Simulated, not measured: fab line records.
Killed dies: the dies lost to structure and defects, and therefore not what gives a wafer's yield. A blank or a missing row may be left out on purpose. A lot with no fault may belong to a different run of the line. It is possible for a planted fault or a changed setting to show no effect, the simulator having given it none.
fab line records	flow n5_finfet	part 2 of 2: steps 5 to 6 of 6
record lots=21	wafers=63	last_day=19
route steps=1938 shown BEOL_M7@1277 BEOL_M8@1349
lots that met no fault: from a run of the same line without faults
start_h: hours from the record's first day to the start of the lot's first wafer shown	wait_h: time in hours since the lot's previous step	" as in the row above	L1.1+2: several wafers, shown together as one row	- either no value or no given start	* or withheld: withheld	< > ~ a bound
route shown NAME@n: a module of which the file shows steps, and the number in the route of the first	usual: mean/standard deviation taken from wafers without a fault	same: alike in all rows	chamber/n: place in a boat	sites: the reading at each site	_std_site: standard deviation of those values	_edge_site: the outer-site mean with the inner-site mean subtracted	radius_mm: how far each site lies from the wafer's centre	mask NAME#n: copy n	behind: the tool/chamber that last shaped the wafer	hold: why the lot went on hold/how many hours it stayed there/how the hold came to an end	device: the transistor (n, p or np) that didn't switch	end of line: the same wafers' tests at the end of the route	a step given without rows: its recipe and nothing more	killed: dies that structure and defects cost at the first sort, which is not the same as the wafer's yield	map: a wafer's dies, x killed, . not, _ none there
set.NAME: the setting as run; set.NAME@STEP: as run at that earlier step	model.NAME: the simulator's own value behind a step, which no gauge read
one table for each step of the route and one row for each wafer, over a sample of lots
services: when a tool's chamber went out of use (start_h, in hours from the record's first day, below 0 if earlier), for how many hours, and the reason
## steps
# step N5_BEOL_M8_HM_OPEN_17
# recipe chemistry=Cl2/BCl3	target_depth_a=200	overetch_a=60	target=TiN	mask_material=SOC	ion_energy_ev=150	pressure_mtorr=10	icp_w=1000	bias_w=126	Cl2_flow_sccm=53.25	bcl3_flow_sccm=21.75	Ar_flow_sccm=25
# usual drypump_motor_current_A=5.7/0.56	he_backside_leak_sccm=3.38/0.19	oes_product_au=0.67/0.089	throttle_valve_pct=22.14/0.22
lot.wafer	tool	chamber	start_h	wait_h	drypump_motor_current_A	he_backside_leak_sccm	oes_product_au	rf_hours_counter_h	throttle_valve_pct
L076.2	rie_metal-02	0	235.47	0.0	5.7	3.59	0.73	19	21.81
L076.3	"	1	"	"	5.9	3.34	0.56	-	22.29
L076.6	"	0	"	"	5.7	3.68	0.74	-	21.80
L074.1	rie_metal-02	1	239.23	0.0	5.9	3.54	0.56	106	22.29
L074.3	"	1	"	"	5.9	3.32	0.56	-	22.28
L074.5	"	1	"	"	5.9	3.43	0.55	-	22.31
L075.1	rie_metal-03	1	241.84	0.0	5.1	3.10	0.64	54	21.98
L075.4	"	1	"	"	5.1	3.15	0.63	-	21.99
L075.6	"	1	"	"	5.1	3.06	0.63	-	21.98
L078.1	rie_metal-01	0	264.92	0.0	6.7	3.26	0.65	49	22.47
L078.3	"	0	"	"	6.7	3.16	0.65	-	22.44
L078.6	"	1	"	"	5.1	3.40	0.53	-	22.24
L080.1	rie_metal-01	1	267.98	0.0	5.1	3.42	0.52	114	22.25
L080.3	"	1	"	"	5.1	3.51	0.53	-	22.25
L080.4	"	0	"	"	6.7	3.51	0.64	-	22.48
L079.2	rie_metal-02	1	268.03	0.0	5.9	3.21	0.56	109	22.30
L079.3	"	1	"	"	5.9	3.34	0.56	-	22.29
L079.5	"	0	"	"	5.7	3.69	0.72	-	21.83
L082.1	rie_metal-03	1	276.88	0.0	5.1	3.05	0.63	58	21.99
L082.3	"	0	"	"	5.3	3.35	0.80	-	22.18
L082.6	"	0	"	"	5.3	3.42	0.81	-	22.18
L083.1	rie_metal-01	0	293.28	0.0	6.8	3.35	0.64	53	22.48
L083.2	"	0	"	"	6.7	3.30	0.63	-	22.48
L083.3	"	0	"	"	6.7	3.21	0.64	-	22.47
L084.3	rie_metal-02	0	296.62	0.1	5.7	3.65	0.71	-	21.82
L084.4	"	1	"	"	5.9	3.25	0.56	-	22.29
L084.6	"	0	"	"	5.6	3.79	0.71	-	21.84
L086.1	rie_metal-02	0	306.09	0.0	5.7	3.55	0.69	26	21.86
L086.4	"	0	"	"	5.7	3.39	0.68	-	21.88
L086.5	"	0	"	"	5.7	3.56	0.69	-	21.88
L087.1	rie_metal-02	1	307.52	0.0	5.9	3.24	0.55	112	22.31
L087.4	"	0	"	"	5.7	3.64	0.71	-	21.83
L087.5	"	1	"	"	5.9	3.38	0.55	-	22.32
L085.3	rie_metal-03	1	307.67	0.1	5.1	3.15	0.62	-	22.01
L085.5	"	0	"	"	5.3	3.44	0.78	-	22.19
L085.6	"	1	"	"	5.1	3.26	0.63	-	21.98
L091.1	rie_metal-01	0	337.09	0.0	6.7	3.26	0.63	60	22.48
L091.4	"	1	"	"	5.1	3.40	0.78	-	22.01
L091.6	"	1	"	"	5.1	3.30	0.79	-	22.01
L090.1	rie_metal-02	0	338.40	0.0	5.7	3.65	0.69	30	21.85
L090.3	"	0	"	"	5.7	3.73	0.70	-	21.85
L090.6	"	0	"	"	5.7	3.72	0.69	-	21.86
L088.3	rie_metal-03	1	341.64	0.1	5.1	3.17	0.62	-	22.00
L088.5	"	0	"	"	5.3	3.49	0.77	-	22.20
L088.6	"	1	"	"	5.1	3.08	0.63	-	21.98
L092.2	rie_metal-03	1	344.15	0.0	5.1	3.16	0.62	64	22.00
L092.3	"	0	"	"	5.3	3.68	0.76	-	22.20
L092.6	"	1	"	"	5.1	3.06	0.62	-	22.00
L094.3	rie_metal-02	0	351.95	0.1	5.7	3.66	0.70	-	21.84
L094.5	"	0	"	"	5.6	3.72	0.69	-	21.84
L094.6	"	1	"	"	5.9	3.25	0.83	-	22.16
L093.1	rie_metal-03	1	352.22	0.0	5.1	3.23	0.63	65	21.99
L093.3	"	0	"	"	5.3	3.32	0.77	-	22.18
L093.5	"	1	"	"	5.1	3.29	0.62	-	22.00
L095.2	rie_metal-01	0	367.27	0.0	6.7	3.37	0.62	62	22.47
L095.4	"	1	"	"	5.1	3.35	0.76	-	22.01
L095.5	"	0	"	"	6.7	3.32	0.62	-	22.48
L096.3	rie_metal-01	1	371.08	0.1	5.1	3.22	0.75	-	22.02
L096.4	"	0	"	"	6.7	3.29	0.62	-	22.48
L096.5	"	0	"	"	6.7	3.24	0.62	-	22.50
L097.1	rie_metal-02	1	372.91	0.0	5.9	3.40	0.81	3	22.18
L097.3	"	1	"	"	5.9	3.22	0.82	-	22.15
L097.4	"	0	"	"	5.7	3.69	0.70	-	21.86
# step N5_BEOL_M8_ETCH_65
# recipe chemistry=CF4	target=SiARC	target_depth_a=156	mask_material=CAR-EUV	time_s=26	ion_energy_ev=80	pressure_mtorr=40	source_w=545	bias_w=36	Ar_flow_sccm=100	cf4_flow_sccm=100	ends=cleared
# usual drypump_motor_current_A=5.5/0.47	etch_rf_on_time_s=25.9/0.56	oes_product_au=0.69/0.058	rf_vpp_V=184.2/1.2	showerhead_plenum_p_Torr=2.16/0.077	throttle_valve_pct=15.60/0.16
lot.wafer	tool	chamber	start_h	wait_h	drypump_motor_current_A	etch_rf_on_time_s	oes_product_au	rf_hours_counter_h	rf_vpp_V	showerhead_plenum_p_Torr	throttle_valve_pct
L076.2	rie_diel-04	1	237.97	0.0	5.7	26.0	0.63	194	183.2	2.05	15.42
L076.3	"	0	"	"	5.0	26.1	0.68	111	182.4	2.07	15.62
L076.6	"	2	"	"	6.8	27.1	0.57	-	182.5	2.11	16.08
L074.1	rie_diel-03	1	240.23	0.0	6.3	26.1	0.66	120	182.9	2.16	15.38
L074.3	"	0	"	"	5.2	26.1	0.66	129	184.4	2.23	15.68
L074.5	"	1	"	"	6.3	26.2	0.66	-	182.8	2.16	15.37
L075.1	rie_diel-03	1	246.08	0.0	6.3	26.2	0.66	122	185.3	2.16	15.37
L075.4	"	2	"	"	5.6	26.8	0.70	95	183.6	2.07	15.69
L075.6	"	3	"	"	5.7	25.8	0.68	-	183.5	2.06	15.43
L078.1	rie_diel-06	2	266.29	0.0	5.3	25.1	0.80	12	184.2	2.18	15.41
L078.3	"	0	"	"	5.3	26.1	0.73	48	185.1	2.17	15.53
L078.6	"	0	"	"	5.3	26.1	0.74	-	183.6	2.17	15.52
L079.2	rie_diel-06	2	270.73	0.0	5.4	25.0	0.80	14	184.6	2.18	15.41
L079.3	"	3	"	"	4.9	25.5	0.75	57	184.1	2.27	15.82
L079.5	"	3	"	"	5.0	25.4	0.76	-	184.4	2.27	15.82
L080.1	rie_diel-06	1	271.41	0.0	5.9	25.2	0.74	69	183.9	2.27	15.56
L080.3	"	0	"	"	5.2	26.0	0.73	50	185.5	2.17	15.55
L080.4	"	2	"	"	5.4	25.0	0.79	14	184.1	2.18	15.42
L082.1	rie_diel-04	3	278.44	0.0	5.8	26.1	0.59	222	183.4	2.13	15.64
L082.3	"	2	"	"	6.8	26.6	0.56	249	183.9	2.11	16.11
L082.6	"	0	"	"	5.0	26.0	0.67	-	182.8	2.07	15.64
L083.1	rie_diel-03	1	295.19	0.0	6.3	26.3	0.65	136	184.3	2.15	15.41
L083.2	"	3	"	"	5.7	26.0	0.65	134	182.1	2.06	15.44
L083.3	"	0	"	"	5.2	26.4	0.64	147	185.5	2.23	15.72
L084.3	rie_diel-06	2	298.22	0.0	5.3	25.1	0.77	23	184.6	2.18	15.44
L084.4	"	1	"	"	5.9	25.4	0.73	78	186.0	2.27	15.56
L084.6	"	3	"	"	5.0	25.4	0.75	-	185.6	2.27	15.83
L086.1	rie_diel-04	3	311.35	0.0	5.8	26.5	0.57	238	183.8	2.12	15.66
L086.4	"	1	"	"	5.7	25.9	0.62	-	181.3	2.04	15.47
L086.5	"	3	"	"	5.8	26.5	0.57	-	183.9	2.12	15.66
L085.3	rie_diel-06	0	311.75	0.0	5.2	26.1	0.72	63	185.8	2.17	15.57
L085.5	"	1	"	"	5.9	25.6	0.72	-	185.3	2.26	15.56
L085.6	"	2	"	"	5.3	25.3	0.76	-	184.4	2.18	15.43
L087.1	rie_diel-03	0	311.83	0.0	5.2	26.2	0.63	153	185.9	2.22	15.74
L087.4	"	1	"	"	6.3	26.6	0.64	142	184.1	2.15	15.40
L087.5	"	0	"	"	5.2	26.5	0.63	-	183.9	2.22	15.76
L091.1	rie_diel-03	2	339.78	0.0	5.6	26.6	0.66	132	181.8	2.06	15.77
L091.4	"	1	"	"	6.3	26.2	0.64	-	184.2	2.15	15.42
L091.6	"	0	"	"	5.1	26.2	0.63	-	184.2	2.22	15.75
L090.1	rie_diel-06	3	340.27	0.0	5.0	25.6	0.73	81	185.1	2.26	15.85
L090.3	"	1	"	"	5.9	25.6	0.71	91	184.9	2.26	15.59
L090.6	"	2	"	"	5.4	25.2	0.75	-	184.0	2.18	15.46
L088.3	rie_diel-06	0	342.47	0.0	5.3	26.3	0.71	72	184.0	2.16	15.56
L088.5	"	3	"	"	5.0	25.6	0.73	-	186.9	2.26	15.85
L088.6	"	0	"	"	5.3	26.3	0.71	-	186.8	2.16	15.58
L092.2	rie_diel-06	0	345.28	0.0	5.3	25.9	0.71	73	183.2	2.16	15.56
L092.3	"	2	"	"	5.4	25.0	0.75	38	184.7	2.18	15.46
L092.6	"	0	"	"	5.3	26.0	0.71	-	183.0	2.16	15.56
L094.3	rie_diel-06	0	355.30	0.0	5.3	26.0	0.70	76	185.6	2.16	15.57
L094.5	"	2	"	"	5.4	25.0	0.75	-	184.5	2.17	15.46
L094.6	"	3	"	"	4.9	25.0	0.73	-	185.8	2.26	15.87
L093.1	rie_diel-06	3	355.70	0.0	5.0	25.5	0.73	86	186.6	2.26	15.87
L093.3	"	1	"	"	5.9	25.6	0.71	97	183.3	2.26	15.61
L093.5	"	1	"	"	5.9	25.3	0.71	-	185.2	2.26	15.61
L095.2	rie_diel-04	1	367.95	0.0	5.7	25.6	0.61	243	183.1	2.03	15.50
L095.4	"	2	"	"	6.8	26.4	0.78	18	183.7	2.10	15.65
L095.5	"	3	"	"	5.8	25.4	0.82	-	182.0	2.12	15.21
L096.3	rie_diel-03	1	372.12	0.0	6.3	26.6	0.63	163	183.4	2.14	15.46
L096.4	"	2	"	"	5.6	27.4	0.63	145	181.7	2.05	15.80
L096.5	"	1	"	"	6.2	26.5	0.62	-	184.0	2.14	15.46
L097.1	rie_diel-06	3	374.48	0.0	4.9	25.7	0.72	93	184.3	2.26	15.88
L097.3	"	1	"	"	5.9	25.8	0.70	104	184.2	2.26	15.64
L097.4	"	2	"	"	5.4	25.3	0.73	50	184.3	2.17	15.48
## services
tool	chamber	start_h	hours	kind
rie_diel-01	3	205.00	4.9	repair
rie_metal-03	0	205.63	1.3	repair
rie_diel-06	2	215.81	-	clean
rie_diel-06	2	215.81	-	consumable_replace:focus_ring
rie_diel-06	2	215.81	15.1	scheduled_down
rie_diel-06	2	215.81	15.1	vent_cycle
rie_diel-05	0	227.75	9.5	repair
rie_metal-01	-	230.37	28.1	pm
rie_diel-01	3	252.29	4.1	repair
rie_diel-02	-	263.90	1.7	repair
rie_metal-03	-	264.87	4.7	repair
rie_diel-03	1	265.87	8.3	repair
rie_diel-04	2	281.12	-	clean
rie_diel-04	2	281.12	-	consumable_replace:focus_ring
rie_diel-04	2	281.12	32.3	scheduled_down
rie_metal-03	1	308.86	17.4	repair
rie_diel-01	0	309.55	5.6	repair
rie_diel-03	0	314.36	19.1	repair
rie_diel-03	1	319.35	9.5	repair
rie_diel-01	-	320.61	2.8	pm
rie_diel-06	0	335.30	4.4	repair
rie_diel-03	3	338.59	11.0	repair
rie_diel-04	2	358.26	6.6	repair
rie_diel-01	3	370.74	13.1	repair
